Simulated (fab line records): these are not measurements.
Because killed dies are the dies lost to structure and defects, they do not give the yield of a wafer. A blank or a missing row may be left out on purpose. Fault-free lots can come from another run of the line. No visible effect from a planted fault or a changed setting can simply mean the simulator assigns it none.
Chamber matching -- flow n5Finfet -- cmp-02 running N5_PMOS_HMC_CHANNEL_EPI_CMP_21: 4 sister chambers
The step polishes SiGe30, target thk 54 nm. 4 wafers are shown with their chamber, then 7 later ones without.

## EACH WAFER AND ITS CHAMBER
wafer,chamber,motorCurrentA (A)
L079.1,1,14.1
L081.3,3,11.0
L086.2,2,11.9
L091.1,0,10.3

## WAFERS WITHOUT THEIR CHAMBER
wafer,motorCurrentA (A)
L091.2,13.9
L091.4,13.1
L096.2,14.0
L096.3,12.4
L097.1,13.8
L097.3,11.9
L097.4,10.9

## CHAMBER TAKEN BY EACH
wafer,from the rows above,in truth
L091.2,1,1
L091.4,can't be placed: 1 or 2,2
L096.2,1,1
L096.3,2,2
L097.1,1,1
L097.3,2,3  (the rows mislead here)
L097.4,can't be placed: 3 or 0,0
Correctly placed: 4 of 7. These rows do not allow placing 2 (true chamber among the candidates in 2). Number placed wrongly: 1.
How it was worked out, from the rows above alone: a wafer's distance from a chamber is the root of the sum, over the readings, of the square of ((its reading less the chamber's mean) divided by the reading's scatter). The wafer belongs to the nearest chamber; if the next one is less than 2 further off, it can't be placed. The mean given for a chamber averages the wafers shown for that chamber. The scatter (one wafer shown for each chamber): square how far every hidden wafer sits from the nearest shown wafer, average those squares and take the square root.
